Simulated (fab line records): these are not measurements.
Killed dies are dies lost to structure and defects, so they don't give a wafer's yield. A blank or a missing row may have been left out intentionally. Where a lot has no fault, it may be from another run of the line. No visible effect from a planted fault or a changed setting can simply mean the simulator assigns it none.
Which tool is to blame? + flow nand-harc + 6 lots, 18 wafers sampled, at 3 steps of a route of 1302

== WHAT THE GAUGES SHOWED, per wafer ==
NHARC_A_ONON_D1_THK_MEAS_11: measures by ellipsometry.
| lot  | measured     | on            | thk-nm (nm)    |
|------|--------------|---------------|----------------|
| L315 | day 8 21:35  | film-metro-02 | 990 987 988    |
| L317 | day 9 20:22  | film-metro-02 | 993 993 992    |
| L323 | day 11 23:01 | film-metro-02 | 1012 1014 1013 |
| L325 | day 12 17:04 | film-metro-01 | 1004 1005 1005 |
| L329 | day 14 22:35 | film-metro-01 | 983 984 984    |
| L335 | day 17 02:32 | film-metro-01 | 1005 1005 1005 |

== WHAT TOOL EACH LOT RAN ON (gives the tool, then ch and the chambers of the sampled wafers, and finally the start) ==
| lot  | NHARC_P_BONDPAD_ACTIVATE_29        | NHARC_A_ZERO_WELL_ETCH_19          |
|------|------------------------------------|------------------------------------|
| L315 | rie-diel-03 ch 1,3, day 7 19:57    | rie-diel-07 ch 0,2,3, day 7 21:28  |
| L317 | rie-diel-12 ch 1,3, day 8 18:45    | rie-diel-07 ch 0,1,2, day 8 20:16  |
| L323 | rie-diel-03 ch 0,1, day 10 21:55   | rie-diel-07 ch 0,1,3, day 10 23:17 |
| L325 | rie-diel-03 ch 2,3, day 11 16:09   | rie-diel-07 ch 0,1,2, day 11 17:38 |
| L329 | rie-diel-12 ch 0,2,3, day 13 17:22 | rie-diel-07 ch 0,1,2, day 13 18:53 |
| L335 | rie-diel-12 ch 0,2,3, day 16 00:36 | rie-diel-07 ch 0,2,3, day 16 02:06 |
- NHARC_P_BONDPAD_ACTIVATE_29: chemistry N2, time 60 s.
- NHARC_A_ZERO_WELL_ETCH_19: etches the open film in N2/H2, target depth 80 nm, overetch 24 nm, time 87.88 s.

== THE ANSWER, worked out from the rows above alone ==
Rule: usual is defined by the lots themselves. Put in order of their means at a reading, lots are off if they are a third of the lots or fewer, leave a main group of 4 or more, and stand apart from it by a gap of 3 or more times the standard deviation of the main group's means; of several such gaps the widest counts. A main group whose means are all the same, to the digits that the tables above print for the reading, isn't used. A lot without any number at a reading at which 4 lots or more have one is off too. Where the step has rows for the other lots, those lots are counted as sound.
No lot is off at any reading shown: from this, nothing can be told.

== WHAT THE SIMULATOR HAD INSERTED ==
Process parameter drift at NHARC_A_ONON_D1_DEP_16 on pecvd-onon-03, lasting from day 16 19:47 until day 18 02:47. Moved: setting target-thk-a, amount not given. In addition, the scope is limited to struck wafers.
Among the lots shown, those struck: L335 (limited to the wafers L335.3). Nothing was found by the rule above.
